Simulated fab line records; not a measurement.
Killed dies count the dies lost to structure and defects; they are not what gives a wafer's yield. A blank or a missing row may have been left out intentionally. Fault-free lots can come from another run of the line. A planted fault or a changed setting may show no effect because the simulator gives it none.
Chamber matching :: flow n5 finfet :: N5_BEOL_M5_ETCH_67 on rie diel-05: 4 sister chambers
The step etches SiARC in CF4, target depth 15.6 nm, time 26 s. 14 wafers are shown with their chamber, then 7 later ones without.

WAFERS, EACH WITH ITS CHAMBER
wafer: L076.3
chamber: 0
drypump motor current A (A): 6.0
showerhead plenum p Torr (Torr): 2.19
throttle valve pct (%): 15.16

wafer: L076.4
chamber: 1
drypump motor current A (A): 5.7
showerhead plenum p Torr (Torr): 2.04
throttle valve pct (%): 15.92

wafer: L076.5
chamber: 2
drypump motor current A (A): 6.8
showerhead plenum p Torr (Torr): 2.13
throttle valve pct (%): 15.68

wafer: L078.3
chamber: 1
drypump motor current A (A): 5.7
showerhead plenum p Torr (Torr): 2.04
throttle valve pct (%): 15.94

wafer: L078.4
chamber: 0
drypump motor current A (A): 6.0
showerhead plenum p Torr (Torr): 2.19
throttle valve pct (%): 15.17

wafer: L078.6
chamber: 0
drypump motor current A (A): 6.0
showerhead plenum p Torr (Torr): 2.19
throttle valve pct (%): 15.16

wafer: L080.3
chamber: 0
drypump motor current A (A): 6.0
showerhead plenum p Torr (Torr): 2.19
throttle valve pct (%): 15.19

wafer: L080.4
chamber: 1
drypump motor current A (A): 5.7
showerhead plenum p Torr (Torr): 2.04
throttle valve pct (%): 15.96

wafer: L080.5
chamber: 0
drypump motor current A (A): 5.9
showerhead plenum p Torr (Torr): 2.19
throttle valve pct (%): 15.19

wafer: L085.1
chamber: 1
drypump motor current A (A): 5.7
showerhead plenum p Torr (Torr): 2.04
throttle valve pct (%): 15.97

wafer: L085.2
chamber: 2
drypump motor current A (A): 6.7
showerhead plenum p Torr (Torr): 2.12
throttle valve pct (%): 15.73

wafer: L085.6
chamber: 1
drypump motor current A (A): 5.7
showerhead plenum p Torr (Torr): 2.04
throttle valve pct (%): 15.96

wafer: L088.1
chamber: 3
drypump motor current A (A): 5.2
showerhead plenum p Torr (Torr): 2.13
throttle valve pct (%): 15.83

wafer: L088.3
chamber: 0
drypump motor current A (A): 6.0
showerhead plenum p Torr (Torr): 2.18
throttle valve pct (%): 15.25

SIGNATURES (averages over the wafers above)
reading: drypump motor current A
chamber 0: 5.983
chamber 1: 5.700
chamber 2: 6.750
chamber 3: 5.200
scatter within a chamber: 0.0365

reading: showerhead plenum p Torr
chamber 0: 2.1883
chamber 1: 2.0400
chamber 2: 2.1250
chamber 3: 2.1300
scatter within a chamber: 0.00365

reading: throttle valve pct
chamber 0: 15.1867
chamber 1: 15.9500
chamber 2: 15.7050
chamber 3: 15.8300
scatter within a chamber: 0.0293
Rule: for a wafer and a chamber, the distance is found by dividing, reading by reading, the gap between the wafer's reading and the chamber's mean by the reading's scatter, squaring, summing and taking the root. If the next closest chamber is less than 2 further off than the closest, the wafer can't be placed; otherwise it belongs to the closest. The scatter: the root of (the sum of the squares of (reading less its chamber's mean) over the shown wafers, divided by (wafers less chambers)).

WAFERS WHOSE CHAMBER IS MISSING
wafer: L088.5
drypump motor current A (A): 5.7
showerhead plenum p Torr (Torr): 2.04
throttle valve pct (%): 16.00

wafer: L091.2
drypump motor current A (A): 5.2
showerhead plenum p Torr (Torr): 2.13
throttle valve pct (%): 15.82

wafer: L091.4
drypump motor current A (A): 5.7
showerhead plenum p Torr (Torr): 2.03
throttle valve pct (%): 15.99

wafer: L091.5
drypump motor current A (A): 5.7
showerhead plenum p Torr (Torr): 2.03
throttle valve pct (%): 15.98

wafer: L093.1
drypump motor current A (A): 5.9
showerhead plenum p Torr (Torr): 2.18
throttle valve pct (%): 15.25

wafer: L093.2
drypump motor current A (A): 5.2
showerhead plenum p Torr (Torr): 2.13
throttle valve pct (%): 15.85

wafer: L093.4
drypump motor current A (A): 6.7
showerhead plenum p Torr (Torr): 2.11
throttle valve pct (%): 15.28

EACH ONE'S CHAMBER
wafer: L088.5
from the rows above: 1
in truth: 1

wafer: L091.2
from the rows above: 3
in truth: 3

wafer: L091.4
from the rows above: 1
in truth: 1

wafer: L091.5
from the rows above: 1
in truth: 1

wafer: L093.1
from the rows above: 0
in truth: 0

wafer: L093.2
from the rows above: 3
in truth: 3

wafer: L093.4
from the rows above: 2
in truth: 2
Correct placement for 7 of the 7. Left unplaced by these rows: 0. Wrongly placed: 0.
